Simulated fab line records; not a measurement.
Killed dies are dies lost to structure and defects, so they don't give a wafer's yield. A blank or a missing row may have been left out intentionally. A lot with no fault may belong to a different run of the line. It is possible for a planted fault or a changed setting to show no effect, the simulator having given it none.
fab line records	flow n5Finfet
[record] lots = 7	wafers = 21	lastDay = 18
route steps=1938 shown BEOL_M6@1243 PASSIVATION@1936
lots untouched by any fault: they come from a run of this same line in which no faults occurred
startH: start of the lot's first displayed wafer, in hours after the record's first day	waitH: hours since the lot's step before	" same as the row above	L1.1+2: a row that stands for several wafers	- no value present, or no start provided	* or withheld: withheld	< > ~ a bound
route shown NAME@n: NAME is a module with steps in the file, n the number in the route of the first one	usual: mean/standard deviation of fault-free wafers	same: alike in all rows	chamber/n: place in a boat	sites: the reading at each site	_std_site: their standard deviation	_edge_site: outer sites' mean less inner sites'	radiusMm: how far each site lies from the wafer's centre	mask NAME#n: copy n	behind: tool/chamber where the wafer was last shaped	hold: what put the lot on hold/how long, in hours/how the hold closed	device: names the non-switching transistor (n, p or np)	end of line: the same wafers' tests at the end of the route	where a step has no rows: the recipe by itself	killed: the dies lost at the first sort to structure and to defects; this is not the yield of the wafer	map: per-die view of a wafer (x killed, . not killed, _ where there is no die)
set.NAME: the setting that was run; set.NAME@STEP: the one run at that earlier step	model.NAME: the simulator's own value behind a step, which no gauge read
certain route steps with their lots: each step a table, each wafer a row
services: when a tool's chamber went out of use (startH, in hours from the record's first day, below 0 if earlier), for how many hours, and the reason
[[steps]]
[step N5_BEOL_M6_HM_STRIP_39]
[recipe] chemistry = peroxideTinStrip	material = TiN	targetDepthA = 250	tempC = 50	timeS = 158
[step N5_BEOL_M6_SRD_40]
[recipe] timeS = 30	tempC = 23	rinseLiquid = diw	dry = ipaMarangoni
[step N5_BEOL_M6_PRECLEAN_42]
[recipe] chemistry = residueRemover	timeS = 60	tempC = 40
[step N5_BEOL_M6_SRD_43]
[recipe] timeS = 30	tempC = 23	rinseLiquid = diw	dry = ipaMarangoni
[step N5_BEOL_M6_CD_MEAS_35]
[recipe] targetCdNm = 40	targetCdYNm = 28	polarity = opening
[usual] cdNm = 39.8/0.53
lot.wafer	tool	chamber	startH	waitH	cdNm
L788.2	cdSem-01	-	199.87	0.0	39.6
L788.4	"	-	"	"	39.6
L788.6	"	-	"	"	39.3
L792.1	cdSem-02	-	238.82	0.0	39.3
L792.4	"	-	"	"	39.7
L792.5	"	-	"	"	39.1
L794.3	cdSem-03	-	242.20	0.0	39.0
L794.4	"	-	"	"	39.1
L794.6	"	-	"	"	40.0
L795.1	cdSem-02	-	247.00	0.0	40.0
L795.3	"	-	"	"	38.8
L795.4	"	-	"	"	40.6
L796.2	cdSem-01	-	254.66	0.0	40.2
L796.3	"	-	"	"	40.2
L796.4	"	-	"	"	39.4
L805.2	cdSem-03	-	336.58	0.0	39.0
L805.3	"	-	"	"	40.0
L805.6	"	-	"	"	39.8
L809.2	cdSem-01	-	362.11	0.0	39.0
L809.3	"	-	"	"	39.1
L809.4	"	-	"	"	38.9
[step N5_BEOL_M6_CURE_75]
[recipe] tempC = 370	timeS = 120	ambient = DMADMS/He	material = SiCOH_lowk
[usual] lampPowerPct = 52.32/0.059	wafer_temp_C_max = 371.8/0.74
lot.wafer	tool	chamber	startH	waitH	lampPowerPct	wafer_temp_C_max
L788.2	uvCure-03	2	199.96	0.1	52.37	371.4
L788.4	"	2	"	"	52.29	371.7
L788.6	"	2	"	"	52.27	371.3
L792.1	uvCure-01	1	239.06	0.2	52.28	371.5
L792.4	"	1	"	"	52.33	371.7
L792.5	"	1	"	"	52.28	371.2
L794.3	uvCure-02	2	242.57	0.4	52.40	371.7
L794.4	"	2	"	"	52.32	371.2
L794.6	"	2	"	"	52.28	371.8
L795.1	uvCure-02	0	247.05	0.0	52.31	372.1
L795.3	"	0	"	"	52.25	372.3
L795.4	"	0	"	"	52.39	372.3
L796.2	uvCure-01	1	255.00	0.3	52.32	371.2
L796.3	"	1	"	"	52.37	371.1
L796.4	"	1	"	"	52.22	371.4
L805.2	uvCure-01	0	336.83	0.3	52.29	372.6
L805.3	"	0	"	"	52.45	373.4
L805.6	"	0	"	"	52.35	372.2
L809.2	uvCure-02	1	362.32	0.2	52.37	373.3
L809.3	"	1	"	"	52.36	373.4
L809.4	"	1	"	"	52.30	373.3
[step N5_BEOL_M6_DEGAS_44]
[recipe] ambient = vacuum	tempC = 250	timeS = 60
[usual] heaterPowerW = 322/38
lot.wafer	tool	chamber	startH	waitH	heaterPowerW
L788.2	pvdSputter-01	-	200.32	0.3	346
L788.4	"	-	"	"	349
L788.6	"	-	"	"	345
L792.1	pvdSputter-03	-	239.52	0.4	277
L792.4	"	-	"	"	324
L792.5	"	-	"	"	278
L794.3	pvdSputter-01	-	243.04	0.4	290
L794.4	"	-	"	"	290
L794.6	"	-	"	"	352
L795.1	pvdSputter-02	-	247.92	0.8	294
L795.3	"	-	"	"	339
L795.4	"	-	"	"	411
L796.2	pvdSputter-02	-	255.57	0.5	294
L796.3	"	-	"	"	331
L796.4	"	-	"	"	351
L805.2	pvdSputter-01	-	337.11	0.2	285
L805.3	"	-	"	"	348
L805.6	"	-	"	"	294
L809.2	pvdSputter-03	-	362.85	0.4	289
L809.3	"	-	"	"	299
L809.4	"	-	"	"	314
[step N5_BEOL_M6_PRE_CLEAN_45]
[recipe] gas = H2/He	timeS = 30	tempC = 250
[usual] heaterPowerW = 322/39
lot.wafer	tool	chamber	startH	waitH	heaterPowerW
L788.2	pvdSputter-01	-	200.36	0.0	346
L788.4	"	-	"	"	366
L788.6	"	-	"	"	350
L792.1	pvdSputter-03	-	239.56	0.0	283
L792.4	"	-	"	"	318
L792.5	"	-	"	"	292
L794.3	pvdSputter-01	-	243.08	0.0	279
L794.4	"	-	"	"	282
L794.6	"	-	"	"	355
L795.1	pvdSputter-02	-	247.96	0.0	299
L795.3	"	-	"	"	340
L795.4	"	-	"	"	426
L796.2	pvdSputter-02	-	255.61	0.0	294
L796.3	"	-	"	"	328
L796.4	"	-	"	"	349
L805.2	pvdSputter-01	-	337.15	0.0	290
L805.3	"	-	"	"	352
L805.6	"	-	"	"	285
L809.2	pvdSputter-03	-	362.89	0.0	286
L809.3	"	-	"	"	309
L809.4	"	-	"	"	315
[step N5_BEOL_M6_ALD_77]
[recipe] material = TaN	targetThkA = 20	tempC = 275	aldPrecursorFamily = PDMAT	aldCoReactant = NH3	pressureTorr = 3	carrierFlowSccm = 1500	pulseTimeS = 2	purgeTimeS = 3	coReactantPurgeTimeS = 2	coReactantPulseTimeS = 3	aldCycles = 40	precursorVesselTempC = 75	precursorVesselPressureTorr = 26.25	precursorVesselCarrierSccm = 1000
[step N5_BEOL_M6_SURFACE_TREAT_79]
[recipe] gas = Ar	timeS = *	ionEnergyEv = *	ionCurrentMaCm2 = 0.5	pressureMtorr = *	arFlowSccm = 30
[step N5_BEOL_M6_CVD_78]
[recipe] material = Co	targetThkA = 20	tempC = withheld	precursor = CCTBA/H2	pressureTorr = 30	timeS = 142.3
[step N5_BEOL_M6_SPUTTER_48]
[recipe] material = Cu	targetThkA = 100	tempC = -20	biasV = 60	powerW = 26000	chamberPressurePa = 0.13	timeS = 1.667
[usual] substrateTempC = -20.00/0.11	throttleValvePct = 29.9/1
lot.wafer	tool	chamber	startH	waitH	substrateTempC	throttleValvePct
L788.2	pvdSputter-03	-	201.20	0.4	-20.08	30.1
L788.4	"	-	"	"	-19.99	29.3
L788.6	"	-	"	"	-19.98	29.1
L792.1	pvdSputter-03	-	240.10	0.1	-19.99	29.5
L792.4	"	-	"	"	-20.03	30.1
L792.5	"	-	"	"	-19.99	32.0
L794.3	pvdSputter-02	-	243.86	0.3	-20.10	29.3
L794.4	"	-	"	"	-19.93	29.2
L794.6	"	-	"	"	-20.13	29.0
L795.1	pvdSputter-02	-	248.54	0.1	-19.83	29.5
L795.3	"	-	"	"	-19.86	28.4
L795.4	"	-	"	"	-19.97	29.0
L796.2	pvdSputter-02	-	256.33	0.1	-19.75	28.6
L796.3	"	-	"	"	-19.94	29.0
L796.4	"	-	"	"	-20.06	29.5
L805.2	pvdSputter-03	-	338.24	0.3	-20.01	29.5
L805.3	"	-	"	"	-20.21	29.0
L805.6	"	-	"	"	-20.03	31.8
L809.2	pvdSputter-01	-	363.74	0.3	-19.89	31.8
L809.3	"	-	"	"	-20.03	30.7
L809.4	"	-	"	"	-19.93	30.0
[step N5_BEOL_M6_ECD_50]
[recipe] material = Cu	targetThkA = 3000
lot.wafer	tool	chamber	startH	waitH	model.Cu_of_BEOL_M6_ECD_50.thkNm
L788.2	ecdCu-01	1	201.32	0.1	302.4
L788.4	"	0	"	"	300.2
L788.6	"	1	"	"	302.2
L792.1	ecdCu-02	0	240.21	0.1	298.4
L792.4	"	0	"	"	297.2
L792.5	"	0	"	"	299.2
L794.3	ecdCu-02	1	244.00	0.1	296
L794.4	"	0	"	"	583
L794.6	"	1	"	"	302.6
L795.1	ecdCu-02	1	248.66	0.1	581.4
L795.3	"	1	"	"	291.2
L795.4	"	0	"	"	575.8
L796.2	ecdCu-02	0	256.45	0.1	296
L796.3	"	0	"	"	300
L796.4	"	1	"	"	579.6
L805.2	ecdCu-01	1	338.36	0.1	301.4
L805.3	"	1	"	"	303.8
L805.6	"	1	"	"	302.4
L809.2	ecdCu-01	1	363.85	0.1	297
L809.3	"	0	"	"	299.4
L809.4	"	1	"	"	298.2
[step N5_BEOL_M6_ANNEAL_51]
[recipe] tempC = 225	timeS = 90	ambient = N2
[usual] annealTempC = 225.00/0.16	wafer_temp_C_max = 226.1/0.69
lot.wafer	tool	chamber	startH	waitH	annealTempC	wafer_temp_C_max
L788.2	rtpAnneal-02	0	201.46	0.1	225.08	225.8
L788.4	"	0	"	"	225.16	225.7
L788.6	"	0	"	"	225.29	225.6
L792.1	rtpAnneal-01	0	240.32	0.1	225.13	226.6
L792.4	"	0	"	"	225.06	226.3
L792.5	"	0	"	"	224.92	226.7
L794.3	rtpAnneal-02	0	244.61	0.6	225.08	225.5
L794.4	"	0	"	"	224.73	225.3
L794.6	"	0	"	"	225.03	225.2
L795.1	rtpAnneal-01	0	248.75	0.1	225.05	226.5
L795.3	"	0	"	"	224.96	226.4
L795.4	"	0	"	"	225.03	226.4
L796.2	rtpAnneal-01	0	256.59	0.1	224.90	226.6
L796.3	"	0	"	"	224.81	226.3
L796.4	"	0	"	"	224.94	226.5
L805.2	rtpAnneal-01	0	339.26	0.9	225.14	227.3
L805.3	"	0	"	"	225.06	227.0
L805.6	"	0	"	"	224.96	226.5
L809.2	rtpAnneal-02	0	364.19	0.3	224.96	225.6
L809.3	"	0	"	"	225.14	225.5
L809.4	"	0	"	"	225.17	225.4
[step N5_BEOL_M6_CMP_52]
[recipe] stopOn = SiCOH_lowk	tOverpolishS = 6.9	downForcePsi = 1	platenRpm = 50	clearingPlatenDownForcePsi = 1.5	clearingPlatenRpm = 50	postCmpClean = cuAlkaline	targetThkNm = 80	clearingPlatenPadVelocityMS = 0.99484	padVelocityMS = 0.99484
[usual] motorCurrentA = 5.8/0.56	padLifeWafers = 952/570	timeToEndpointS = 61.7/2.9
lot.wafer	tool	chamber	startH	waitH	motorCurrentA	padLifeWafers	timeToEndpointS
L788.4	cmp-03	0	201.75	0.2	5.1	1195	65.1
L788.2	"	2	"	"	6.7	1197	60.2
L788.6	"	0	"	"	4.9	-	63.5
L792.4	cmp-02	3	240.66	0.2	5.3	577	60.1
L792.1	"	0	"	"	5.5	578	61.0
L792.5	"	3	"	"	5.3	-	57.9
L794.4	cmp-02	3	244.90	0.2	5.6	608	113.2
L794.3	"	0	"	"	5.4	609	57.6
L794.6	"	1	"	"	6.0	-	62.4
L795.4	cmp-04	1	249.05	0.1	5.0	78	119.4
L795.1	"	2	"	"	6.0	79	120.8
L795.3	"	3	"	"	6.6	80	58.6
L796.2	cmp-03	1	256.84	0.2	5.7	1668	62.7
L796.4	"	3	"	"	6.0	1670	120.5
L796.3	"	0	"	"	5.3	1671	63.3
L805.2	cmp-04	1	339.51	0.2	4.9	828	66.7
L805.3	"	2	"	"	5.5	829	65.5
L805.6	"	2	"	"	5.5	-	64.4
L809.4	cmp-03	2	364.44	0.1	6.6	396	58.1
L809.3	"	0	"	"	4.8	398	62.0
L809.2	"	1	"	"	5.7	399	64.2
[step N5_BEOL_M6_THK_MEAS_53]
[recipe] thkMeasGauge = xrf	reads = Cu_of_BEOL_M6_ECD_50
[usual] M6_THK = 79.2/2.1
lot.wafer	tool	chamber	startH	waitH	M6_THK[nm]
L788.2	filmMetro-02	-	202.00	-	79.5
L788.4	"	-	"	"	79.4
L788.6	"	-	"	"	78.6
L792.1	filmMetro-02	-	240.91	-	83.2
L792.4	"	-	"	"	80.0
L792.5	"	-	"	"	78.8
L794.3	filmMetro-02	-	245.12	-	74.4
L794.4	"	-	"	"	78.5
L794.6	"	-	"	"	82.8
L795.1	filmMetro-01	-	249.34	-	78.3
L795.3	"	-	"	"	75.9
L795.4	"	-	"	"	78.0
L796.2	filmMetro-01	-	257.14	-	77.8
L796.3	"	-	"	"	77.5
L796.4	"	-	"	"	77.5
L805.2	filmMetro-01	-	339.81	-	81.3
L805.3	"	-	"	"	79.5
L805.6	"	-	"	"	79.1
L809.2	filmMetro-01	-	364.74	-	76.8
L809.3	"	-	"	"	78.5
L809.4	"	-	"	"	80.2
[step N5_PASSIVATION_PROBE_49]
[usual] defectLimitedYield = 91.4/1.3	killed_at_M0_to_M3 = 34/10	killed_at_M4_up = 14/5.6	killedAtContacts = 13/5.9	killedAtFrontEnd = 37/9.9	killedAtOther = 3.5/2.8	killedDies = 101/15	killedOnRim = 13/3.9	killedOpen = 67/12	killedShort = 32/6.6	sort_bin_5_function = 5.0/0.81	sort_bin_6_memory = 3.2/0.66	sortNPass = 1079/15	sortYieldPct = 91.4/1.3
[same] grossDies = 1180	killedAtBackSide = 0	sort_bin_4_leakage[%] = 0	sort_bin_8_speed[%] = 0
lot.wafer	tool	chamber	startH	waitH	defectLimitedYield[%]	killed_at_M0_to_M3	killed_at_M4_up	killedAtContacts	killedAtFrontEnd	killedAtOther	killedDies	killedOnRim	killedOpen	killedShort	sort_bin_5_function[%]	sort_bin_6_memory[%]	sortNPass	sortYieldPct[%]
L792.1	prober-02	-	323.79	0.0	90.7	34	19	15	38	4	110	12	76	32	5.7	3.2	1070	90.7
L792.4	prober-02	-	323.94	0.2	89.5	31	16	18	51	8	124	19	82	38	6.4	3.7	1056	89.5
L792.5	prober-02	-	323.99	0.2	92.6	30	13	9	28	7	87	10	51	36	3.8	3.2	1093	92.6
L796.2	prober-02	-	337.14	0.1	90.8	44	15	10	33	7	109	11	70	37	5.0	3.9	1071	90.8
L796.3	prober-02	-	337.19	0.1	91.1	47	13	6	32	7	105	16	81	24	5.8	2.6	1075	91.1
L796.4	prober-02	-	337.24	0.2	90.7	42	18	12	36	2	110	13	78	31	5.3	3.9	1070	90.7
// killed by level:class
L792.1 STI_FIN_REVEAL:geometricParticle:open=13 MOL_CONTACT_COAG:geometricParticle:open=13 BEOL_M0_SAQP:geometricParticle:short=10 BEOL_M4:geometricParticle:open=9 BEOL_M2:geometricParticle:open=7 GATE_CUT:geometricParticle:short=5 GATE_CUT:geometricParticle:open=4 BEOL_M0_SAQP:geometricParticle:open=4
L792.4 MOL_CONTACT_COAG:geometricParticle:open=16 STI_FIN_REVEAL:geometricParticle:open=14 FIN_SAQP:geometricParticle:short=13 BEOL_M2:geometricParticle:open=12 FIN_SAQP:geometricParticle:open=5 BEOL_M1:geometricParticle:open=5 BEOL_M4:geometricParticle:open=5 BEOL_M0_SAQP:geometricParticle:open=4
L792.5 MOL_CONTACT_COAG:geometricParticle:open=9 FIN_SAQP:geometricParticle:short=6 BEOL_M0_SAQP:geometricParticle:open=6 FIN_SAQP:geometricParticle:open=5 BEOL_M2:geometricParticle:open=5 BEOL_M0_SAQP:geometricParticle:short=5 BEOL_M3:geometricParticle:open=5 GATE_CUT:geometricParticle:short=4
L796.2 BEOL_M2:geometricParticle:open=15 STI_FIN_REVEAL:geometricParticle:open=12 FIN_SAQP:geometricParticle:short=8 MOL_CONTACT_COAG:geometricParticle:open=7 BEOL_M0_SAQP:geometricParticle:short=7 BEOL_M0_SAQP:geometricParticle:open=6 BEOL_M3:geometricParticle:open=6 BEOL_M8:geometricParticle:open=5
L796.3 BEOL_M0_SAQP:geometricParticle:open=14 BEOL_M2:geometricParticle:open=12 FIN_SAQP:geometricParticle:open=11 BEOL_M0_SAQP:geometricParticle:short=9 STI_FIN_REVEAL:geometricParticle:open=6 MOL_CONTACT_COAG:geometricParticle:open=5 BEOL_M1:geometricParticle:open=5 BEOL_M3:geometricParticle:open=5
L796.4 MOL_CONTACT_COAG:geometricParticle:open=12 STI_FIN_REVEAL:geometricParticle:open=11 BEOL_M0_SAQP:geometricParticle:short=10 BEOL_M0_SAQP:geometricParticle:open=9 DUMMY_GATE:geometricParticle:open=8 BEOL_M4:geometricParticle:open=6 BEOL_M2:geometricParticle:open=6 BEOL_M1:geometricParticle:open=5
[[services]]
tool	chamber	startH	hours	kind
uvCure-02	-	181.18	1.8	repair
uvCure-01	-	182.23	10.5	repair
cmp-04	-	182.93	1.8	repair
cmp-03	-	183.59	6.1	repair
uvCure-03	-	187.80	2.1	repair
cmp-04	-	188.59	1.0	repair
cmp-04	-	197.14	0.6	repair
pvdSputter-02	-	207.32	1.6	repair
cmp-03	-	208.71	0.5	repair
uvCure-03	-	220.92	7.5	pm
cmp-02	-	231.37	0.9	repair
cmp-04	-	235.74	4.0	pm
ecdCu-01	-	265.90	1.6	repair
uvCure-01	-	267.92	2.1	pm
rtpAnneal-02	-	287.30	3.2	pm
uvCure-01	-	307.00	3.4	pm
cmp-03	-	311.97	4.0	pm
ecdCu-01	-	316.46	5.0	repair
cmp-03	-	324.02	4.8	pm
cmp-02	-	337.85	1.1	repair
cmp-02	-	344.61	0.6	repair
cmp-04	-	346.63	0.8	repair
ecdCu-01	-	349.40	1.4	repair
uvCure-01	-	354.79	7.5	pm
[[key]]
[firstSign] step = N5_BEOL_M6_CMP_52	reading = timeToEndpointS	direction = up	sigmas = 20	usual = *	struck = *
effect none on later readings
[modelEffect] step = N5_BEOL_M6_ECD_50	value = Cu_of_BEOL_M6_ECD_50.thkNm	without = 299.9	struck = 580
metAt N5_BEOL_M6_ECD_50
struckWafers L794.4,L795.1,L795.4,L796.4
onsetBetween 240.21 244.00
[fault] kind = processParameterDrift	tool = ecdCu-02	chamber = -	onsetH = 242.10	steps = N5_BEOL_M6_ECD_50	channel = targetThkA	offset = *	shape = step	endH = 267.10	scope = struckWafersOnly	actsIn = *	stated = *
